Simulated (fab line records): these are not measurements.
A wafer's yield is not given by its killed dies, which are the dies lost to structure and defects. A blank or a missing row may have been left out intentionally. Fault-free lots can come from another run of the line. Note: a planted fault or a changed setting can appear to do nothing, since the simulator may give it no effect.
3 desks looking at one fault	flow n5 finfet	numbers are kept per desk, each desk with only its own; the story behind them comes last

## THE DEFECT DESK
Lot by lot, what the route's inspections counted, given as the mean of those sampled wafers with a number. Any lot whose mean is over 4 standard deviations away from the usual mean is out of limits and marked OUT; that distance is given in the brackets.
Columns: A = raw defect count at N5_BEOL_M4_INSPECT_59, usual 75
lot	first seen here	A
L130	day 8 02:38	65
L131	day 8 07:09	70
L132	day 8 17:52	69
L135	day 9 07:04	80
L134	day 9 09:36	80
L141	day 10 23:34	72
L143	day 11 17:53	60
L147	day 11 22:13	67
L148	day 12 19:10	86
L150	day 13 15:03	98
L152	day 13 17:55	94
This desk found nothing out of limits on any of the 11 lots.

## THE METROLOGY DESK
What the gauges read for every lot (on any tool): the sampled wafers with a number, averaged. Any lot whose mean is over 4 standard deviations away from the usual mean is out of limits and marked OUT; that distance is given in the brackets.
Columns: A = M5_ILD_THK at N5_BEOL_M5_THK_MEAS_01, usual 120.6 nm
lot	first seen here	A
L130	day 8 04:12	120.5
L131	day 8 08:43	120.6
L132	day 8 19:26	120.3
L135	day 9 08:37	119.7
L134	day 9 11:10	121.2
L141	day 11 01:29	113.5 (-4.7) OUT
L143	day 11 19:29	122.2
L147	day 11 23:47	120.4
L148	day 12 20:43	120.1
L150	day 13 18:11	120.3
L152	day 13 20:55	121.3
This desk finds L141 out of limits, with the earliest case on L141 at day 11 01:29 (M5_ILD_THK at N5_BEOL_M5_THK_MEAS_01). Within limits: L130, L131, L132, L135, L134, L143, L147, L148, L150, L152.

## TOOL OWNER'S DESK, pecvd-04
The tool's own readings at N5_BEOL_M5_ILD_DEP_00 (deposits SiCOH lowk from DEMS/porogen, target thk 140.64 nm, time 25.9 s): means of the sampled wafers that have a number, for each lot that ran on this tool. Any lot whose mean is over 4 standard deviations away from the usual mean is out of limits and marked OUT; that distance is given in the brackets.
Columns: A = heater power w at N5_BEOL_M5_ILD_DEP_00, usual 301 W; B = showerhead plenum p Torr at N5_BEOL_M5_ILD_DEP_00, usual 5.728 Torr; C = susceptor temp C at N5_BEOL_M5_ILD_DEP_00, usual 300.01 C; D = throttle valve pct at N5_BEOL_M5_ILD_DEP_00, usual 13.8 %
lot	first seen here	A	B	C	D
L135	day 9 08:03	380	5.720	299.86	13.5
L134	day 9 10:36	379	5.731	300.12	13.7
L141	day 11 00:33	401	5.746	312.71 (+63) OUT	13.7
This desk's finding: out of limits on L141; first on L141, day 11 00:33 (susceptor temp C at N5_BEOL_M5_ILD_DEP_00). Within limits: L135, L134.

## PUT TOGETHER
At day 11 00:33, on L141, the tool owner's desk was in a position to raise an alarm.
At day 11 01:29 the metrology desk could have sounded an alarm, on L141.
Nothing out of limits was seen by the defect desk.
The defect desk has L141 on record, within its limits.
Every lot named ran N5_BEOL_M5_ILD_DEP_00 on pecvd-04.

## WHAT THE SIMULATOR HAD PUT IN
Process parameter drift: pecvd-04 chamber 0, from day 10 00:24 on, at N5_BEOL_M5_ILD_DEP_00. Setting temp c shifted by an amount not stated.
Shown lots that were struck: L141.
Hours from the fault's start to each desk's first reading out of limits: the tool owner's desk, 24; the metrology desk, 25.
